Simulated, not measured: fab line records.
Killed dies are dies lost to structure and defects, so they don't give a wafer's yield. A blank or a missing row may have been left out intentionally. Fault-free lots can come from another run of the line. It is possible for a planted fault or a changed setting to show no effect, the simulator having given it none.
Matching of chambers / flow nand harc / NHARC_A_M1_PRE_CLEAN_32 on pecvd-01 has 3 sister chambers
The step time 12 s. 3 wafers are shown with their chamber, then 12 later ones without.

EACH WAFER AND ITS CHAMBER
wafer=L084.1; chamber=2; heater power w (W)=541
wafer=L087.3; chamber=1; heater power w (W)=689
wafer=L087.6; chamber=0; heater power w (W)=700

WAFERS WITH NO CHAMBER GIVEN
wafer=L086.1; heater power w (W)=715
wafer=L086.2; heater power w (W)=631
wafer=L086.6; heater power w (W)=631
wafer=L091.2; heater power w (W)=689
wafer=L091.4; heater power w (W)=713
wafer=L091.6; heater power w (W)=688
wafer=L094.2; heater power w (W)=703
wafer=L094.5; heater power w (W)=696
wafer=L094.6; heater power w (W)=623
wafer=L097.3; heater power w (W)=710
wafer=L097.5; heater power w (W)=624
wafer=L097.6; heater power w (W)=723

WHICH CHAMBER EACH WENT THROUGH
wafer=L086.1; from the rows above=can't be placed: 0 or 1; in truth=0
wafer=L086.2; from the rows above=can't be placed: 1 or 0 or 2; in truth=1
wafer=L086.6; from the rows above=can't be placed: 1 or 0 or 2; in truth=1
wafer=L091.2; from the rows above=can't be placed: 1 or 0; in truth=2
wafer=L091.4; from the rows above=can't be placed: 0 or 1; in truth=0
wafer=L091.6; from the rows above=can't be placed: 1 or 0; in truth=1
wafer=L094.2; from the rows above=can't be placed: 0 or 1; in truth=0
wafer=L094.5; from the rows above=can't be placed: 0 or 1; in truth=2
wafer=L094.6; from the rows above=can't be placed: 1 or 0 or 2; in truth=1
wafer=L097.3; from the rows above=can't be placed: 0 or 1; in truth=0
wafer=L097.5; from the rows above=can't be placed: 1 or 0 or 2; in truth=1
wafer=L097.6; from the rows above=can't be placed: 0 or 1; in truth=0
Correct placement for 0 of the 12. Not placeable from these rows: 12 (in 10, the candidates include the true chamber). Wrongly placed: 0.
How it was worked out, from the rows above alone: a wafer's distance from a chamber is the root of the sum, over the readings, of the square of ((its reading less the chamber's mean) divided by the reading's scatter). If the next closest chamber is less than 2 further off than the closest, the wafer can't be placed; otherwise it belongs to the closest. For every chamber, the mean is computed from those of its wafers that are shown. The scatter: root of mean squared gap, hidden wafer to nearest shown wafer, with one shown wafer a chamber.
